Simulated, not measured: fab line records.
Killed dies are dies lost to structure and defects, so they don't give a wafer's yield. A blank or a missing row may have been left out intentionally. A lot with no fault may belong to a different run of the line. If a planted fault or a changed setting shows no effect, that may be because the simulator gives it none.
Comparing a struck lot with a sound one / flow n5_finfet / 19 out of 1938 route steps
Sound: the wafers L399.1, L399.3, L399.4. Wafers struck: L401.3, L401.4, L401.5. The cause is named last.
Per side, at each step with rows, come the tool, then ch with its chambers, and then its first start. Under that, the readings that differ: sound wafers / struck wafers / difference of the means / sigmas: that difference in standard deviations of wafers without a fault.
alike: readings whose means differ by less than 2 such deviations, and words and numbers that are the same on both sides. not compared: withheld readings, readings that some wafer has no value for, bounds like >300 that may hide the same value, and numbers for which the record gives no deviation and whose values overlap.
The two part at a step that has a row with sigmas, a row that says differs or no value, or rows on one side only. Numbers that don't overlap but have no deviation are shown without sigmas and don't part them. Lack of a reading on every wafer of one side parts them only where that side has two or more wafers.

first, 8 steps without rows for these wafers: N5_BEOL_M6_CMP_52 (polishes, stops on SiCOH lowk, t overpolish 6.9 s, target thk 80 nm); N5_BEOL_M6_PRE_CLEAN_55 (time 15 s); N5_BEOL_M6_DEP_56 (deposits SiCN from 3MS/NH3, target thk 10 nm, time 17.5 s); N5_BEOL_M7_ILD_DEP_00 (deposits SiCOH lowk from DEMS/porogen, target thk 179.75 nm, time 33.4 s); N5_BEOL_M7_CURE_74 (cures SiCOH lowk, time 240 s); N5_BEOL_M7_PECVD_70 (deposits SiO2 from TEOS/O2, target thk 20 nm, time 22.7 s); N5_BEOL_M7_HM_DEP_02 (deposits TiN, target thk 20 nm); N5_BEOL_M7_COAT_59 (time 60 s, resist thk 100 nm).
N5_BEOL_M7_COAT_60: time 60 s, resist thk 35 nm.
  sound on litho_track-01 ch 0, day 11 05:14; struck on litho_track-01 ch 0, day 11 14:10
reading=spin_speed_rpm (rpm); sound=1498.7 1499.4 1500.3; struck=1590.5 1592.2 1589.9; difference=+91.4; sigmas=+83
reading=model.SiARC_of_BEOL_M7_COAT_60.thk_nm (nm); sound=34.8 35 34.8; struck=34.2 34 34; difference=-0.8; sigmas=
  alike: plate_temp_C
then, 7 steps without rows for these wafers: N5_BEOL_M7_COAT_05 (resist thk 90 nm); N5_BEOL_M7_EBR_07; N5_BEOL_M7_SOFTBAKE_06 (time 60 s); N5_BEOL_M7_EXPOSE_08 (exposes mask M7); N5_BEOL_M7_PEB_09 (peb time 60 s); N5_BEOL_M7_DEVELOP_10 (develop time 30 s); N5_BEOL_M7_DESCUM_16 (chemistry O2, time 7.9 s).
N5_BEOL_M7_ETCH_61: etches SiARC in CF4, target depth 45.5 nm, time 75.8 s.
  sound on rie_diel-03 ch 0,1, day 11 05:46; struck on rie_diel-01 ch 2,3, day 11 14:39
reading=etch_rf_on_time_s (s); sound=75.7 75.9 75.6; struck=74.3 73.1 73.0; difference=-2.3; sigmas=-2
reading=model.etch.depth_nm (nm); sound=34.88 34.92 34.86; struck=34.13 34.02 34.05; difference=-0.82; sigmas=
reading=model.CAR-ArF_of_BEOL_M7_COAT_05.thk_nm (nm); sound=50.8 50.8 51; struck=52 52 52; difference=+1; sigmas=
  alike: drypump_motor_current_A, mfc_ar_sccm, oes_product_au, rf_vpp_V, showerhead_plenum_p_Torr, throttle_valve_pct
  not compared: rf_hours_counter_h
N5_BEOL_M7_ETCH_62: etches SOC in N2/H2, target depth 110 nm, overetch 22 nm, time 165 s.
  sound on rie_diel-03 ch 0,1, day 11 05:50; struck on rie_diel-01 ch 2,3, day 11 14:43
reading=model.SiARC_of_BEOL_M7_COAT_60.thk_nm (nm); sound=28.4 28.2 28.4; struck=27.4 27.2 27.2; difference=-1.1; sigmas=
  alike: drypump_motor_current_A, oes_product_au, rf_vpp_V, showerhead_plenum_p_Torr, throttle_valve_pct
  not compared: rf_hours_counter_h
then, 1 step without rows for these wafers: N5_BEOL_M7_STRIP_68 (strips in N2/H2).

WHERE THEY PART
At N5_BEOL_M7_COAT_60 first; at N5_BEOL_M7_ETCH_61 last (within this record only). Later steps at which nothing parts them and some readings are alike: N5_BEOL_M7_ETCH_62.

WHY: the cause the simulator had injected
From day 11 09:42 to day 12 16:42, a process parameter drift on litho_track-01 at N5_BEOL_M7_COAT_60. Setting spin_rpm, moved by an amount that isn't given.
